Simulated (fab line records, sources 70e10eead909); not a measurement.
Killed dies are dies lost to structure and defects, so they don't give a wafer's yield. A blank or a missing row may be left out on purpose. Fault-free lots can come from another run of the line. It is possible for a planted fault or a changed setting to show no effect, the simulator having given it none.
A lot that was struck, set against a sound lot :: flow nand-harc :: 42 out of 1302 route steps
Sound: wafers L776.3, L776.4, L776.5. Wafers struck: L787.2, L787.3, L787.4. The cause is given at the end.
For every step that has rows: the tool of each side, followed by ch and its chambers, followed by its first start. Under that, the readings that differ: sound wafers :: struck wafers :: difference of the means :: sigmas: that difference in standard deviations of wafers without a fault.
alike: a reading whose means differ by less than 2 such deviations, as well as words and numbers matching on both sides. not compared: withheld readings; readings where some wafer has no value; bounds like >300 that might hide an equal value; numbers whose values overlap and for which the record gives no deviation.
The two part at a step that has a row with sigmas, a row that says differs or no value, or rows on one side only. When numbers do not overlap yet have no deviation, they are printed without sigmas and do not part them. Lack of a reading on every wafer of one side parts them only where that side has two or more wafers.

first, 4 steps without rows for these wafers: NHARC_A_CONTACT_ETCH_51 (etches the open film in O2/COS, target depth 7000 nm, time 1820 s); NHARC_A_CONTACT_ETCH_111 (etches the open film in C4F8/O2/Ar, time 140 s, target depth 700 nm); NHARC_A_CONTACT_ETCH_112 (etches the open film in C4F8/O2/Ar, time 190 s, target depth 1850 nm); NHARC_A_CONTACT_ETCH_113 (etches the open film in C4F8/O2/Ar, time 190 s, target depth 1850 nm).
NHARC_A_CONTACT_ETCH_114: etches the open film in C4F8/O2/Ar, time 190 s, target depth 1850 nm.
  sound on har-cap-etch-03 ch 0,1, day 22 07:47; struck on har-cap-etch-03 ch 0,1, day 26 09:33
  alike: oes-air-line-au
  not compared: rf-hours-counter-h
then, 3 steps without rows for these wafers: NHARC_A_CONTACT_ETCH_115 (etches the open film in C4F8/O2/Ar, time 190 s, target depth 1850 nm); NHARC_A_CONTACT_ETCH_116 (etches the open film in C4F8/O2/Ar, time 190 s, target depth 1850 nm); NHARC_A_CONTACT_ETCH_117 (etches the open film in C4F8/O2/Ar, time 190 s, target depth 1850 nm).
NHARC_A_CONTACT_ETCH_118: etches the open film in C4F8/O2/Ar, time 190 s, target depth 1850 nm.
  sound on har-cap-etch-03 ch 0,1, day 22 08:28; struck on har-cap-etch-03 ch 0,1, day 26 10:14
  alike: oes-air-line-au
  not compared: rf-hours-counter-h
NHARC_A_CONTACT_ETCH_119: etches the open film in C4F8/O2/Ar, time 190 s, target depth 1850 nm.
  sound on har-cap-etch-03 ch 0,1, day 22 08:38; struck on har-cap-etch-03 ch 0,1, day 26 10:24
  alike: oes-air-line-au
  not compared: rf-hours-counter-h
then, 2 steps without rows for these wafers: NHARC_A_CONTACT_ETCH_120 (etches the open film in C4F8/O2/Ar, time 190 s, target depth 1850 nm); NHARC_A_CONTACT_ETCH_121 (etches the open film in C4F8/O2/Ar, time 190 s, target depth 1850 nm).
NHARC_A_CONTACT_ETCH_122: etches the open film in C4F8/O2/Ar, time 190 s, target depth 1850 nm.
  sound on har-cap-etch-03 ch 0,1, day 22 09:08; struck on har-cap-etch-03 ch 0,1, day 26 10:55
reading: oes-air-line-au (a.u.)
sound: 0.988 1.030 1.034
struck: 0.951 0.951 0.981
difference: -0.056
sigmas: -3
  not compared: rf-hours-counter-h
then, 2 steps without rows for these wafers: NHARC_A_CONTACT_ETCH_123 (etches the open film in C4F8/O2/Ar, time 490 s, target depth 2110 nm); NHARC_A_CONTACT_ETCH_90 (etches the open film in CH3F/O2, target depth 40 nm, time 85.7 s).
NHARC_A_CONTACT_ETCH_96: etches the open film in C4F6/O2, target depth 20 nm, time 10 s.
  sound: rie-diel-07 ch 1,2,3; struck: rie-diel-05 ch 0,2,3
  alike: drypump-motor-current-A, oes-product-au, rf-fwd-power-W, rf-vpp-V, showerhead-plenum-p-Torr, throttle-valve-pct
  not compared: rf-hours-counter-h
NHARC_A_CONTACT_CD_MEAS_53:
  struck on cd-sem-03, day 26 12:17; sound on cd-sem-03, day 22 10:27
  alike: cd-nm
then, 4 steps without rows for these wafers: NHARC_A_CONTACT_STRIP_99 (strips in N2/H2); NHARC_A_CONTACT_STRIP_100 (strips in CF4/CHF3); NHARC_A_CONTACT_STRIP_101 (strips in O2/COS); NHARC_A_CONTACT_ETCH_102 (etches the open film in CF4/O2, target depth 100 nm, overetch 10 nm, time 55 s).
NHARC_A_CONTACT_STRIP_55: strips in O2.
  sound: rie-diel-07 ch 1,2; struck: rie-diel-05 ch 0,1,2
  alike: drypump-motor-current-A, oes-product-au, rf-vpp-V, showerhead-plenum-p-Torr, throttle-valve-pct
  not compared: rf-hours-counter-h
then, 13 steps without rows for these wafers: NHARC_A_CONTACT_STRIP_56 (strips in post etch residue remover, time 600 s); NHARC_A_CONTACT_DEP_57 (deposits aC, target thk 5300 nm); NHARC_A_CONTACT_DEP_58 (deposits SiON, target thk 90 nm); NHARC_A_CONTACT_DEHYDRATE_59 (time 120 s); NHARC_A_CONTACT_HMDS_60 (time 30 s); NHARC_A_CONTACT_COAT_61 (time 75 s); NHARC_A_CONTACT_COAT_62 (time 65 s); NHARC_A_CONTACT_COAT_63 (resist thk 90 nm); NHARC_A_CONTACT_SOFTBAKE_64 (time 55 s); NHARC_A_CONTACT_EBR_65; NHARC_A_CONTACT_EXPOSE_66 (exposes mask A CC 2); NHARC_A_CONTACT_PEB_67 (peb time 65 s); NHARC_A_CONTACT_DEVELOP_68 (develop time 35 s).
NHARC_A_CONTACT_CD_MEAS_69: target cd 300 nm.
  sound on cd-sem-01 ch 0, day 22 17:58; struck on cd-sem-03 ch 0, day 26 20:10
  alike: cd-nm
NHARC_A_CONTACT_OVL_MEAS_70:
  struck on overlay-02, day 26 20:16; sound on overlay-01, day 22 18:02
reading: overlay-y-nm (nm)
sound: -1.0 -0.7 -0.4
struck: 1.2 0.6 0.8
difference: +1.6
sigmas: +2
  alike: overlay-x-nm
then, 4 steps without rows for these wafers: NHARC_A_CONTACT_DESCUM_74 (chemistry O2, time 3 s); NHARC_A_CONTACT_ETCH_75 (etches the open film in CF4, target depth 39 nm, time 65 s); NHARC_A_CONTACT_ETCH_76 (etches the open film in N2/H2, target depth 260 nm, time 475.3 s); NHARC_A_CONTACT_ETCH_77 (etches the open film in CF4/CHF3, target depth 108.9 nm, time 54.5 s).
-- the record jumps here: 3 days lie between the struck wafers' starts before and after (it left off in module A_CONTACT and takes up again in module END, whose first step shown is number 1302 of the route) --
NHARC_END_SORT_01:
  sound on prober-02 ch 0, day 25 06:29; struck on prober-02 ch 0, day 29 16:44
reading: killed-at-array
sound: 79 70 76
struck: 137 141 156
difference: +70
sigmas: +3

reading: killed-at-other
sound: 2 8 5
struck: 0 0 1
difference: -5
sigmas: -3

reading: killed-dies
sound: 87 85 89
struck: 142 144 160
difference: +62
sigmas: +3
  alike: killed-at-periphery, killed-open, killed-short

## WHERE THEY PART
Last at NHARC_END_SORT_01 as far as this record goes, first at NHARC_A_CONTACT_ETCH_122.

WHY: whatever the simulator had introduced
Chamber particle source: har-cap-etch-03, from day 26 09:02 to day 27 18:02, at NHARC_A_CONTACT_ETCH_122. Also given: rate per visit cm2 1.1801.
